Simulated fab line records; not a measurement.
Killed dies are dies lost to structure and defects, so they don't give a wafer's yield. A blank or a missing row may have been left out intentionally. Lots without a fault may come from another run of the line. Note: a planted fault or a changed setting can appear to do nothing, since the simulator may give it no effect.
Chamber matching | flow n5-finfet | N5_BEOL_M5_DESCUM_33 on rie-diel-03: 4 sister chambers
The step chemistry O2, time 7 s. 22 wafers are shown with their chamber, then 11 later ones without.

## WAFERS WITH THEIR CHAMBER
wafer  | chamber | drypump-motor-current-A (A) | showerhead-plenum-p-Torr (Torr) | oes-product-au (a.u.)
L075.1 | 1       | 6.2                         | 2.19                            | 0.74
L075.4 | 0       | 6.2                         | 2.02                            | 0.79
L075.5 | 0       | 6.2                         | 2.02                            | 0.79
L074.1 | 3       | 6.2                         | 2.14                            | 0.89
L074.3 | 0       | 6.2                         | 2.01                            | 0.79
L074.6 | 3       | 6.2                         | 2.14                            | 0.90
L076.2 | 2       | 5.5                         | 2.09                            | 0.74
L076.3 | 0       | 6.2                         | 2.02                            | 0.79
L076.6 | 2       | 5.5                         | 2.09                            | 0.74
L078.1 | 2       | 5.5                         | 2.09                            | 0.74
L078.3 | 1       | 6.2                         | 2.19                            | 0.74
L078.5 | 1       | 6.1                         | 2.19                            | 0.74
L083.1 | 3       | 6.2                         | 2.14                            | 0.87
L083.2 | 0       | 6.2                         | 2.01                            | 0.77
L083.4 | 2       | 5.5                         | 2.09                            | 0.73
L084.1 | 1       | 6.1                         | 2.18                            | 0.73
L084.2 | 0       | 6.2                         | 2.01                            | 0.78
L084.3 | 3       | 6.2                         | 2.14                            | 0.87
L087.2 | 3       | 6.2                         | 2.14                            | 0.87
L087.3 | 2       | 5.5                         | 2.08                            | 0.73
L087.6 | 0       | 6.2                         | 2.01                            | 0.78
L089.3 | 3       | 6.2                         | 2.13                            | 0.86

SIGNATURES (means of the wafers above)
reading                  | chamber 0 | chamber 1 | chamber 2 | chamber 3 | scatter within a chamber
drypump-motor-current-A  | 6.200     | 6.150     | 5.500     | 6.200     | 0.0236
showerhead-plenum-p-Torr | 2.0143    | 2.1875    | 2.0880    | 2.1383    | 0.00477
oes-product-au           | 0.7843    | 0.7375    | 0.7360    | 0.8767    | 0.00972
Rule: distance of a wafer from a chamber = root of the sum over the readings of ((wafer's reading minus chamber's mean) / reading's scatter) squared. The wafer belongs to the nearest chamber; if the next one is less than 2 further off, it can't be placed. The scatter is the square root of a quotient: the sum, over the shown wafers, of each reading's squared deviation from its chamber's mean, divided by wafers minus chambers.

## WAFERS WHOSE CHAMBER IS MISSING
wafer  | drypump-motor-current-A (A) | showerhead-plenum-p-Torr (Torr) | oes-product-au (a.u.)
L089.5 | 6.1                         | 2.18                            | 0.73
L089.6 | 6.2                         | 2.01                            | 0.76
L093.3 | 6.2                         | 2.13                            | 0.83
L093.4 | 6.2                         | 2.00                            | 0.75
L093.6 | 6.2                         | 2.17                            | 0.71
L096.2 | 5.4                         | 2.08                            | 0.71
L096.4 | 6.2                         | 2.00                            | 0.74
L096.5 | 6.2                         | 2.00                            | 0.74
L097.1 | 6.2                         | 2.13                            | 0.82
L097.2 | 5.4                         | 2.08                            | 0.71
L097.5 | 5.4                         | 2.08                            | 0.71

## CHAMBER TAKEN BY EACH
wafer  | from the rows above | in truth
L089.5 | 1                   | 1
L089.6 | 0                   | 0
L093.3 | 3                   | 3
L093.4 | 0                   | 0
L093.6 | 1                   | 1
L096.2 | 2                   | 2
L096.4 | 0                   | 0
L096.5 | 0                   | 0
L097.1 | 3                   | 3
L097.2 | 2                   | 2
L097.5 | 2                   | 2
11 of 11 placed correctly. Number that these rows cannot place: 0. Placed wrongly: 0.
